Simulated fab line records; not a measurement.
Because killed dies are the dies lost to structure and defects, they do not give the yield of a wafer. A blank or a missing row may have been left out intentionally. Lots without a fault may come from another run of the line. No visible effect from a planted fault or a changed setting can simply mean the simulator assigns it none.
Struck lot and sound lot, side by side + flow nand_harc + 40 out of 1159 route steps
Sound: wafers L757.2, L757.4, L757.6. Struck: wafers L767.3, L767.4, L767.5. The cause comes at the end.
Order at every step that has rows: each side's tool, ch and its chambers, its first start. Under that, the readings that differ: sound wafers + struck wafers + difference of the means + sigmas: that difference in standard deviations of wafers without a fault.
alike: a reading whose means differ by less than 2 such deviations, as well as words and numbers matching on both sides. not compared: withheld readings; readings where some wafer has no value; bounds like >300 that might hide an equal value; numbers whose values overlap and for which the record gives no deviation.
The two part at a step that has a row with sigmas, a row that says differs or no value, or rows on one side only. Non-overlapping numbers with no deviation appear without sigmas and do not part them. A reading missing from all wafers of one side parts the sides only when that side holds two or more wafers.

first, 6 steps without rows for these wafers: NHARC_A_CHANNEL_HOLE_D1_STRIP_42 (strips in CF4/CHF3); NHARC_A_CHANNEL_HOLE_D1_STRIP_43 (strips in O2/COS); NHARC_A_CHANNEL_HOLE_D1_ETCH_44 (etches the open film in CF4/O2, target depth 140 nm, overetch 14 nm, time 77 s); NHARC_A_CHANNEL_HOLE_D1_STRIP_27 (strips in O2); NHARC_A_CHANNEL_HOLE_D1_PRECLEAN_28 (cleans in SC1); NHARC_A_CHANNEL_HOLE_D1_SRD_29.
NHARC_A_CHANNEL_HOLE_D1_CD_MEAS_30:
  sound on cd_sem-02 at day 9 12:08; struck on cd_sem-02 at day 11 14:46
  alike: cd_nm
after that, 1 step had no rows for these wafers: NHARC_A_CHANNEL_HOLE_D1_XSEM_31.
NHARC_A_CHANNEL_HOLE_D1_INSPECT_40:
  sound on defect_inspect-02 at day 9 12:19; struck on defect_inspect-01 at day 11 14:58
  alike: raw_defect_count
then, 3 steps without rows for these wafers: NHARC_A_CHANNEL_FILL_D1_PRECLEAN_00 (cleans in SC1); NHARC_A_CHANNEL_FILL_D1_SRD_01; NHARC_A_CHANNEL_FILL_D1_ALD_02 (deposits SiO2, target thk 6 nm, pulse time 10 s, ald cycles 60).
NHARC_A_CHANNEL_FILL_D1_ALD_03: deposits SiNx, target thk 6 nm, pulse time 60 s, ald cycles 58.
  sound on ald_sin_batch-03 ch 0, day 9 15:13; struck on ald_sin_batch-02 ch 0, day 11 18:26
  alike: precursor_pulse_height_rel
then, 2 steps without rows for these wafers: NHARC_A_CHANNEL_FILL_D1_ALD_14 (deposits SiO2, target thk 2.5 nm, pulse time 10 s, ald cycles 25); NHARC_A_CHANNEL_FILL_D1_ALD_15 (deposits SiNx, target thk 2 nm, pulse time 60 s, ald cycles 19).
NHARC_A_CHANNEL_FILL_D1_ALD_16: deposits SiO2, target thk 1.5 nm, pulse time 10 s, ald cycles 15.
  sound on ald_hk-01 ch 0,2,3, day 10 01:13; struck on ald_hk-04 ch 0,2, day 12 03:30
  alike: heater_power_w, precursor_pulse_height_rel
then, 2 steps without rows for these wafers: NHARC_A_CHANNEL_FILL_D1_ANNEAL_17 (time 1800 s); NHARC_A_CHANNEL_FILL_D1_CVD_18 (deposits poly-Si, target thk 3 nm).
NHARC_A_CHANNEL_FILL_D1_ETCHBACK_19: etches the open film in HBr/Cl2, target depth 5 nm, time 1.7 s.
  sound on rie_si-02 ch 0,1,2, day 10 12:40; struck on rie_si-06 ch 0,1,3, day 12 15:24
  alike: chamber_pressure_mTorr, drypump_motor_current_A, he_backside_leak_sccm, oes_product_au, rf_fwd_power_W, throttle_valve_pct
  not compared: rf_hours_counter_h
then, 6 steps without rows for these wafers: NHARC_A_CHANNEL_FILL_D1_ETCHBACK_20 (etches the open film in C4F8/O2/Ar, target depth 27 nm, time 13.5 s); NHARC_A_CHANNEL_FILL_D1_STRIP_28 (strips in O2, time 20 s); NHARC_A_CHANNEL_FILL_D1_PRECLEAN_21 (cleans in dHF, time 30 s); NHARC_A_CHANNEL_FILL_D1_SRD_23; NHARC_A_CHANNEL_FILL_D1_CVD_05 (deposits poly-Si, target thk 5 nm); NHARC_A_CHANNEL_FILL_D1_ANNEAL_22 (time 7200 s).
NHARC_A_CHANNEL_FILL_D1_THK_MEAS_06: measures by ellipsometry.
  sound on film_metro-02 at day 11 00:32; struck on film_metro-02 at day 13 03:16
  alike: thk_nm
then, 1 step without rows for these wafers: NHARC_A_CHANNEL_FILL_D1_ALD_25 (deposits SiOx, target thk 60 nm, pulse time 10 s, ald cycles 600).
NHARC_A_CHANNEL_FILL_D1_ETCHBACK_08: etches the open film in C4F8, target depth 220 nm, time 110 s.
  sound: rie_diel-13 ch 0,2; struck: rie_diel-07 ch 0,2,3
  alike: chamber_pressure_mTorr, oes_product_au, rf_fwd_power_W, rf_vpp_V
  not compared: rf_hours_counter_h
NHARC_A_CHANNEL_FILL_D1_STRIP_29: strips in O2, time 20 s.
  sound on rie_diel-13 ch 0,2, day 11 06:30; struck on rie_diel-07 ch 1,3
  alike: chamber_pressure_mTorr, drypump_motor_current_A, oes_product_au, rf_vpp_V, showerhead_plenum_p_Torr, throttle_valve_pct
  not compared: rf_hours_counter_h
then, 3 steps without rows for these wafers: NHARC_A_CHANNEL_FILL_D1_PRECLEAN_30 (cleans in dHF, time 30 s); NHARC_A_CHANNEL_FILL_D1_SRD_31; NHARC_A_CHANNEL_FILL_D1_CVD_09 (deposits poly-Si, target thk 150 nm, time 3000 s).
NHARC_A_CHANNEL_FILL_D1_CMP_10: polishes, target thk 150 nm.
  sound on cmp-02 ch 0,1,3, day 11 12:04; struck on cmp-01 ch 0,2,3, day 13 14:28
  alike: motor_current_A, retaining_ring_pressure_frac, slurry_filter_dp_kPa, time_to_endpoint_s
then, 6 steps without rows for these wafers: NHARC_A_CHANNEL_FILL_D1_SRD_12; NHARC_A_CHANNEL_FILL_D1_RTA_24 (time 5 s); NHARC_A_STAIRCASE_DEP_156 (deposits SiNx, target thk 50 nm); NHARC_A_STAIRCASE_DEHYDRATE_158 (time 120 s); NHARC_A_STAIRCASE_HMDS_159 (time 30 s); NHARC_A_STAIRCASE_COAT_160.
-- jump in the record: it breaks off in module A_STAIRCASE and resumes in module END (first step shown: number 1159 of the route), and 9 days separate the struck wafers' starts before and after --
NHARC_END_SORT_01:
  only the struck wafers appear in the record here, on prober-02 ch 0 at day 22 02:58; the sound ones have no rows

== WHERE THEY PART ==
Within this record, at NHARC_END_SORT_01 only.

WHY: what had been put in by the simulator
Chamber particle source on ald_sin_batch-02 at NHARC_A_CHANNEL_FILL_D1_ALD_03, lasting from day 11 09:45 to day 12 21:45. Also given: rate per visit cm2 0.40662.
